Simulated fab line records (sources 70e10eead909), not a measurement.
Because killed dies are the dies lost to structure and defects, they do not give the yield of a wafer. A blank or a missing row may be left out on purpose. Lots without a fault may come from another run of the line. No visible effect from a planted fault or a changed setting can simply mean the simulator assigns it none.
Matching of chambers    flow nand-harc    NHARC_A_WL_FILL_STRIP_29 on rie-diel-12 has 4 sister chambers
The step strips in O2, time 20 s. 4 wafers are shown with their chamber, then 7 later ones without.

## EACH WAFER AND ITS CHAMBER
wafer   chamber  drypump-motor-current-A (A)
L081.3  3        5.2
L084.2  1        5.1
L085.4  2        6.5
L085.5  0        6.3

## WAFERS WITHOUT THEIR CHAMBER
wafer   drypump-motor-current-A (A)
L085.6  5.1
L091.1  6.5
L091.3  6.3
L091.6  6.4
L095.1  6.3
L095.2  5.1
L095.4  5.2

## THE CHAMBER EACH PASSED THROUGH
wafer   from the rows above      in truth
L085.6  1                        1
L091.1  2                        2
L091.3  0                        0
L091.6  can't be placed: 2 or 0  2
L095.1  0                        0
L095.2  1                        1
L095.4  3                        3
Correctly placed: 6 of 7. Cannot be placed on the basis of these rows: 1; the candidates contain the true chamber in 1. Placed wrongly: 0.
How it was worked out, from the rows above alone: a wafer's distance from a chamber is the root of the sum, over the readings, of the square of ((its reading less the chamber's mean) divided by the reading's scatter). The wafer belongs to the nearest chamber; if the next one is less than 2 further off, it can't be placed. The mean given for a chamber averages the wafers shown for that chamber. The scatter (one wafer shown for each chamber): square how far every hidden wafer sits from the nearest shown wafer, average those squares and take the square root.
